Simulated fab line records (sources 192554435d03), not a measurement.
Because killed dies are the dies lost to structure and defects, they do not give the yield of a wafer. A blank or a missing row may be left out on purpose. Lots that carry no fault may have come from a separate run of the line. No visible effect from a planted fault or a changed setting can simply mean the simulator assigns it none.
Chamber matching -- flow n5_finfet -- N5_BEOL_M12_CMP_49 on cmp-04: 4 sister chambers
The step polishes, stops on SiOC, t overpolish 20.6 s, target thk 320 nm. 14 wafers are shown with their chamber, then 7 later ones without.

EACH WAFER AND ITS CHAMBER
wafer,chamber,motor_current_A (A),overpolish_run_s (s),barrier_field_endpoint_s (s)
L074.1,1,6.4,20.607,31.3
L074.2,2,6.4,20.605,30.8
L074.5,1,6.3,20.598,31.2
L083.2,0,5.4,20.611,30.8
L083.4,3,6.7,20.600,31.4
L083.6,1,6.6,20.597,31.5
L086.1,3,6.9,20.595,31.7
L086.2,0,5.3,20.612,30.2
L086.4,2,6.0,20.587,31.3
L090.3,1,6.7,20.610,30.3
L090.5,3,6.6,20.593,30.2
L090.6,2,6.4,20.598,30.4
L091.1,1,6.5,20.605,32.2
L091.4,2,6.1,20.595,30.1

SIGNATURES (means of the wafers above)
reading,chamber 0,chamber 1,chamber 2,chamber 3,scatter within a chamber
motor_current_A,5.350,6.500,6.225,6.733,0.167
overpolish_run_s,20.61150,20.60340,20.59625,20.59600,0.00568
barrier_field_endpoint_s,30.500,31.300,30.650,31.100,0.641
Rule: for each reading, subtract the chamber's mean from the wafer's reading, divide by that reading's scatter and square the result; add these up over the readings and take the root, which gives the wafer's distance from the chamber. The wafer belongs to the nearest chamber; if the next one is less than 2 further off, it can't be placed. The scatter is the square root of a quotient: the sum, over the shown wafers, of each reading's squared deviation from its chamber's mean, divided by wafers minus chambers.

WAFERS WHOSE CHAMBER IS MISSING
wafer,motor_current_A (A),overpolish_run_s (s),barrier_field_endpoint_s (s)
L091.5,5.3,20.608,30.4
L093.1,5.2,20.605,30.3
L093.4,6.9,20.608,30.6
L093.6,6.0,20.576,31.9
L097.1,6.4,20.593,31.9
L097.2,6.1,20.613,31.4
L097.3,5.3,20.598,29.9

THE CHAMBER EACH PASSED THROUGH
wafer,from the rows above,in truth
L091.5,0,0
L093.1,0,0
L093.4,can't be placed: 3 or 1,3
L093.6,can't be placed: 2 or 1 or 3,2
L097.1,can't be placed: 1 or 2 or 3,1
L097.2,can't be placed: 1 or 2 or 0 or 3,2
L097.3,0,0
3 of 7 placed correctly. These rows do not allow placing 4 (true chamber among the candidates in 4). Number placed wrongly: 0.
